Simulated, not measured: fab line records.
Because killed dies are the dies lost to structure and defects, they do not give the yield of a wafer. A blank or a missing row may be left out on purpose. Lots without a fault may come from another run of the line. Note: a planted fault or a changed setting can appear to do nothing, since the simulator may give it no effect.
Lot-split experiment / flow n5-finfet / 7 lots, 21 wafers read, on a route of 1938 steps

== ABOUT THE SPLIT ==
At N5_BEOL_M7_EXPOSE_08 (exposes mask M7), the setting dose-mj was moved away from the recipe's 68.25 on 7 of the 21 wafers read, by -2.5% to +5.4%. For the rest of the wafers, this setting stayed at what the recipe calls for.

== FROM THE SPLIT TO THE READING: what the file shows between them, 2 steps ==
- N5_BEOL_M7_PEB_09: peb time 60 s
- N5_BEOL_M7_DEVELOP_10: develop time 30 s

== THE READING ==
Shown in nm: cd-nm at N5_BEOL_M7_CD_MEAS_11, with target cd 38.5 nm. Fault-free wafers of this fab line usually give 38.7 nm, standard deviation 0.58 nm.

wafer=L074.1; tool, chamber at the split=arfi-scanner-01, 0; dose-mj as run=70.8; against the recipe=+3.7%; cd-nm, nm=40.2; against lot-mates on the recipe=+1.3
wafer=L074.3; tool, chamber at the split=arfi-scanner-01, 0; dose-mj as run=68.25; against the recipe=recipe; cd-nm, nm=38.9; against lot-mates on the recipe=-
wafer=L074.5; tool, chamber at the split=arfi-scanner-01, 0; dose-mj as run=70.8; against the recipe=+3.7%; cd-nm, nm=40.4; against lot-mates on the recipe=+1.5
wafer=L080.2; tool, chamber at the split=arfi-scanner-03, 0; dose-mj as run=68.25; against the recipe=recipe; cd-nm, nm=38.7; against lot-mates on the recipe=-
wafer=L080.5; tool, chamber at the split=arfi-scanner-03, 0; dose-mj as run=71.95; against the recipe=+5.4%; cd-nm, nm=40.9; against lot-mates on the recipe=+2.0
wafer=L080.6; tool, chamber at the split=arfi-scanner-03, 0; dose-mj as run=68.25; against the recipe=recipe; cd-nm, nm=39.0; against lot-mates on the recipe=-
wafer=L083.1; tool, chamber at the split=arfi-scanner-01, 0; dose-mj as run=68.25; against the recipe=recipe; cd-nm, nm=39.2; against lot-mates on the recipe=-
wafer=L083.2; tool, chamber at the split=arfi-scanner-01, 0; dose-mj as run=68.25; against the recipe=recipe; cd-nm, nm=39.0; against lot-mates on the recipe=-
wafer=L083.5; tool, chamber at the split=arfi-scanner-01, 0; dose-mj as run=68.25; against the recipe=recipe; cd-nm, nm=39.4; against lot-mates on the recipe=-
wafer=L086.3; tool, chamber at the split=arfi-scanner-03, 0; dose-mj as run=68.25; against the recipe=recipe; cd-nm, nm=40.0; against lot-mates on the recipe=-
wafer=L086.4; tool, chamber at the split=arfi-scanner-03, 0; dose-mj as run=66.51; against the recipe=-2.5%; cd-nm, nm=38.3; against lot-mates on the recipe=-1.7
wafer=L086.6; tool, chamber at the split=arfi-scanner-03, 0; dose-mj as run=66.51; against the recipe=-2.5%; cd-nm, nm=37.9; against lot-mates on the recipe=-2.1
wafer=L091.1; tool, chamber at the split=arfi-scanner-02, 0; dose-mj as run=70.51; against the recipe=+3.3%; cd-nm, nm=40.6; against lot-mates on the recipe=+1.4
wafer=L091.2; tool, chamber at the split=arfi-scanner-02, 0; dose-mj as run=68.25; against the recipe=recipe; cd-nm, nm=39.2; against lot-mates on the recipe=-
wafer=L091.5; tool, chamber at the split=arfi-scanner-02, 0; dose-mj as run=70.51; against the recipe=+3.3%; cd-nm, nm=40.8; against lot-mates on the recipe=+1.6
wafer=L093.3; tool, chamber at the split=arfi-scanner-03, 0; dose-mj as run=68.25; against the recipe=recipe; cd-nm, nm=38.6; against lot-mates on the recipe=-
wafer=L093.5; tool, chamber at the split=arfi-scanner-03, 0; dose-mj as run=68.25; against the recipe=recipe; cd-nm, nm=38.6; against lot-mates on the recipe=-
wafer=L093.6; tool, chamber at the split=arfi-scanner-03, 0; dose-mj as run=68.25; against the recipe=recipe; cd-nm, nm=38.5; against lot-mates on the recipe=-
wafer=L097.3; tool, chamber at the split=arfi-scanner-03, 0; dose-mj as run=68.25; against the recipe=recipe; cd-nm, nm=38.6; against lot-mates on the recipe=-
wafer=L097.4; tool, chamber at the split=arfi-scanner-03, 0; dose-mj as run=68.25; against the recipe=recipe; cd-nm, nm=38.8; against lot-mates on the recipe=-
wafer=L097.6; tool, chamber at the split=arfi-scanner-03, 0; dose-mj as run=68.25; against the recipe=recipe; cd-nm, nm=38.3; against lot-mates on the recipe=-

FIT RESULTS
A straight line over all 21 wafers: cd-nm changes by +0.395 nm for each +1% of dose-mj; r = +0.90; the points scatter about the line by 0.41 nm.
The same after taking each lot's own level away (the mean of its wafers on the recipe; 21 wafers): +0.467 nm for each +1%; r = +0.96; scatter 0.28 nm.
On that fit, the largest move of dose-mj shifts the reading by 2.5 nm.
The span of the lots' own levels, 38.57 to 40.00 nm, comes to 2.5 times the standard deviation stated above.
Thus the slope moves with the lot-to-lot level: the two fits are different.
Check: with one of the wafers moved furthest among these (+5.4%) left out of the fit, the line predicts +2.57 nm for it against its lot-mates. It came out at +2.05 nm against them.

== FURTHER SPLITS ON THESE WAFERS ==
Other splits were also applied to these wafers ahead of the reading. Each is held against what the fit with the lots' levels taken away leaves over:
other split on the same wafers=N5_BEOL_M4_DESCUM_33 time-s; wafers away from the commonest value=10; r with cd-nm (lot level and that fit taken away)=+0.20
other split on the same wafers=N5_BEOL_M4_DEP_57 time-s; wafers away from the commonest value=6; r with cd-nm (lot level and that fit taken away)=-0.18
other split on the same wafers=N5_BEOL_M5_COAT_05 spin-rpm; wafers away from the commonest value=9; r with cd-nm (lot level and that fit taken away)=-0.30
other split on the same wafers=N5_BEOL_M7_COAT_05 spin-rpm; wafers away from the commonest value=9; r with cd-nm (lot level and that fit taken away)=+0.02

== THE WHOLE CHAIN: every reading that the file lists as answering this split, in the file's order ==
step=N5_BEOL_M7_CD_MEAS_11; what it does=target cd 38.5 nm; reading=cd-nm; change (the file's fit)=+0.426 nm for each +1% of the setting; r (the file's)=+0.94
step=N5_BEOL_M7_ETCH_61; what it does=etches SiARC in CF4, target depth 45.5 nm, time 75.8 s; reading=BEOL_M7.cd-offset-nm (the simulator's own value, which no gauge read); change (the file's fit)=+0.419 nm for each +1% of the setting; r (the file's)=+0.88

== THE FILE'S OWN FIT ==
cd-nm changes by +0.426 nm for each +1% of dose-mj, r = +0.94.
